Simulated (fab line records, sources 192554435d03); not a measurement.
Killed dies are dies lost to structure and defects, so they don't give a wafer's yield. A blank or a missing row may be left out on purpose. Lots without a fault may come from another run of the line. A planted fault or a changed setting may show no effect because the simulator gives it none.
Split-lot experiment | flow n5_finfet | 7 lots, 21 wafers read, on a route of 1938 steps

THE SPLIT
At N5_WELL_APT_PEB_23 (peb time 90 s), the setting peb_temp_c was moved away from the recipe's 130 C on 4 of the 21 wafers read, by -2.0% to +2.6%. The other wafers ran this setting at the recipe's value.

FROM THE SPLIT TO THE READING: what the file shows between them, 2 steps
- N5_WELL_APT_DEVELOP_24: develop time 45 s
- N5_WELL_APT_HARDBAKE_29: time 120 s

THE READING
cd_nm, in nm, at N5_WELL_APT_CD_MEAS_25 (target cd 200 nm). Fault-free wafers of this fab line usually give 199.9 nm, standard deviation 1.3 nm.

wafer  | tool, chamber at the split | peb_temp_c as run, C | against the recipe | cd_nm, nm | against lot-mates on the recipe
L074.1 | litho_track-01, 0          | 132.1                | +1.6%              | 212.2     | +12.5
L074.3 | litho_track-01, 0          | 130                  | recipe             | 198.9     | -
L074.6 | litho_track-01, 0          | 130                  | recipe             | 200.5     | -
L075.1 | litho_track-04, 0          | 130                  | recipe             | 198.9     | -
L075.2 | litho_track-04, 0          | 130                  | recipe             | 198.9     | -
L075.5 | litho_track-04, 0          | 130                  | recipe             | 198.9     | -
L077.1 | litho_track-01, 0          | 130                  | recipe             | 200.0     | -
L077.3 | litho_track-01, 0          | 128.4                | -1.2%              | 188.5     | -10.5
L077.6 | litho_track-01, 0          | 130                  | recipe             | 198.0     | -
L083.2 | litho_track-04, 0          | 130                  | recipe             | 199.6     | -
L083.5 | litho_track-04, 0          | 130                  | recipe             | 200.7     | -
L083.6 | litho_track-04, 0          | 127.4                | -2.0%              | 184.3     | -15.8
L088.1 | litho_track-01, 0          | 130                  | recipe             | 201.0     | -
L088.4 | litho_track-01, 0          | 130                  | recipe             | 199.6     | -
L088.5 | litho_track-01, 0          | 130                  | recipe             | 200.4     | -
L090.3 | litho_track-01, 0          | 130                  | recipe             | 200.4     | -
L090.5 | litho_track-01, 0          | 133.4                | +2.6%              | 216.9     | +16.8
L090.6 | litho_track-01, 0          | 130                  | recipe             | 199.8     | -
L093.1 | litho_track-01, 0          | 130                  | recipe             | 200.6     | -
L093.4 | litho_track-01, 0          | 130                  | recipe             | 200.9     | -
L093.5 | litho_track-01, 0          | 130                  | recipe             | 200.7     | -

THE FIT
A straight line over all 21 wafers: cd_nm changes by +7.34 nm for each +1% of peb_temp_c; r = +0.99; the points scatter about the line by 1.1 nm.
The same after taking each lot's own level away (the mean of its wafers on the recipe; 21 wafers): +7.28 nm for each +1%; r = +0.99; scatter 0.85 nm.
On that fit, the largest move of peb_temp_c shifts the reading by 19 nm.
The lots' own levels span 198.90 to 200.73 nm, that is 1.4 times the standard deviation above.
So the lot-to-lot level changes the slope little: the two slopes agree.
Check: with one of the wafers moved furthest among these (+2.6%) left out of the fit, the line predicts +20.8 nm for it against its lot-mates. It came out at +16.8 nm against them.

OTHER SPLITS ON THESE WAFERS
These wafers also went through other splits before the reading. Each is held against what the fit with the lots' levels taken away leaves over:
other split on the same wafers | wafers away from the commonest value | r with cd_nm (lot level and that fit taken away)
N5_ZERO_LAYER_PECVD_02 time_s  | 9                                    | -0.14
N5_ZERO_LAYER_COAT_05 spin_rpm | 11                                   | -0.15

THE WHOLE CHAIN: every reading that the file lists as answering this split, in the file's order
step                   | what it does             | reading                                                         | change (the file's fit)              | r (the file's)
N5_WELL_APT_CD_MEAS_25 | target cd 200 nm         | cd_nm                                                           | +7.26 nm for each +1% of the setting | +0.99
N5_WELL_APT_DESCUM_30  | chemistry O2, time 7.9 s | WELL_APT.cd_nm (the simulator's own value, which no gauge read) | +7.24 nm for each +1% of the setting | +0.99

THE FILE'S OWN FIT
cd_nm changes by +7.26 nm for each +1% of peb_temp_c, r = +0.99.
